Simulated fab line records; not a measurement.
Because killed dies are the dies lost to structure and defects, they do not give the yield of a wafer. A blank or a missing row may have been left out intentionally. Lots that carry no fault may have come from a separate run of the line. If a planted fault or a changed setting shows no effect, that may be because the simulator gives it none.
Lot-split experiment ; flow n5 finfet ; 7 lots, 21 wafers read, on a route of 1938 steps

THE SPLIT
At N5_SD_EPI_N_ETCH_45 (etches SiOCN in CH3F/O2, target depth 6 nm), the setting target depth a was moved away from the recipe's 60 angstrom on 9 of the 21 wafers read, by -9.5% to +10.3%. This setting was run at the recipe's value on the other wafers.

The reading comes from the split's own step.

THE READING
etch.depth nm (the simulator's own value, which no gauge read), in nm, at N5_SD_EPI_N_ETCH_45 (etches SiOCN in CH3F/O2, target depth 6 nm). No usual value for it is given in the file. Average 5.959 nm, standard deviation 0.079 nm, over the 12 wafers here run with the recipe.

wafer;tool, chamber at the split;target depth a as run, angstrom;against the recipe;etch.depth nm, nm;against lot-mates on the recipe
L074.1;rie diel-04, 2;60;recipe;5.839;-
L074.3;rie diel-04, 3;66.18;+10.3%;6.485;+0.646
L074.5;rie diel-04, 1;66.18;+10.3%;6.601;+0.762
L083.2;rie diel-06, 2;60;recipe;6.044;-
L083.4;rie diel-06, 0;60;recipe;5.813;-
L083.5;rie diel-06, 2;60;recipe;6.074;-
L086.4;rie diel-04, 1;54.31;-9.5%;5.391;-0.481
L086.5;rie diel-04, 2;60;recipe;5.872;-
L086.6;rie diel-04, 3;54.31;-9.5%;5.277;-0.595
L087.2;rie diel-03, 2;60;recipe;5.984;-
L087.3;rie diel-03, 1;65.65;+9.4%;6.611;+0.627
L087.5;rie diel-03, 1;65.65;+9.4%;6.636;+0.652
L091.1;rie diel-03, 3;60;recipe;6.019;-
L091.3;rie diel-03, 2;60;recipe;5.976;-
L091.4;rie diel-03, 0;63.49;+5.8%;6.289;+0.291
L093.2;rie diel-06, 2;60;recipe;5.986;-
L093.5;rie diel-06, 0;63.02;+5.0%;6.284;+0.298
L093.6;rie diel-06, 1;63.02;+5.0%;6.358;+0.372
L097.1;rie diel-04, 1;60;recipe;6.016;-
L097.2;rie diel-04, 2;60;recipe;5.911;-
L097.6;rie diel-04, 1;60;recipe;5.973;-

FIT RESULTS
A straight line over all 21 wafers: etch.depth nm changes by +0.0643 nm for each +1% of target depth a; r = +0.98; the points scatter about the line by 0.078 nm.
The same after taking each lot's own level away (the mean of its wafers on the recipe; 21 wafers): +0.0632 nm for each +1%; r = +0.98; scatter 0.066 nm.
That fit puts the effect of the largest move of target depth a on the reading at 0.65 nm.
From 5.8390 to 5.9975 nm: that is the span of the lots' own levels, equal to 2.0 times the standard deviation above.
Consequently the slope shifts little with the lot-to-lot level, the two slopes agreeing.
Check: for one of the wafers moved furthest among these (+10.3%), held out of the fit, the line's prediction against its lot-mates is +0.668 nm. Against them it came out at +0.646 nm.

OTHER SPLITS APPLIED TO THESE WAFERS
Other splits were also applied to these wafers ahead of the reading. Each is held against what the fit with the lots' levels taken away leaves over:
other split on the same wafers;wafers away from the commonest value;r with etch.depth nm (lot level and that fit taken away)
N5_ZERO_LAYER_PECVD_02 time s;7;-0.31
N5_PMOS_HMC_CHANNEL_EPI_PEB_07 peb temp c;6;-0.12
N5_FIN_CUT_EXPOSE_05 dose mj;6;-0.51
N5_SD_EPI_N_PEB_07 peb temp c;8;-0.28

FILE'S OWN FIT
etch.depth nm changes by +0.0633 nm for each +1% of target depth a, r = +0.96.
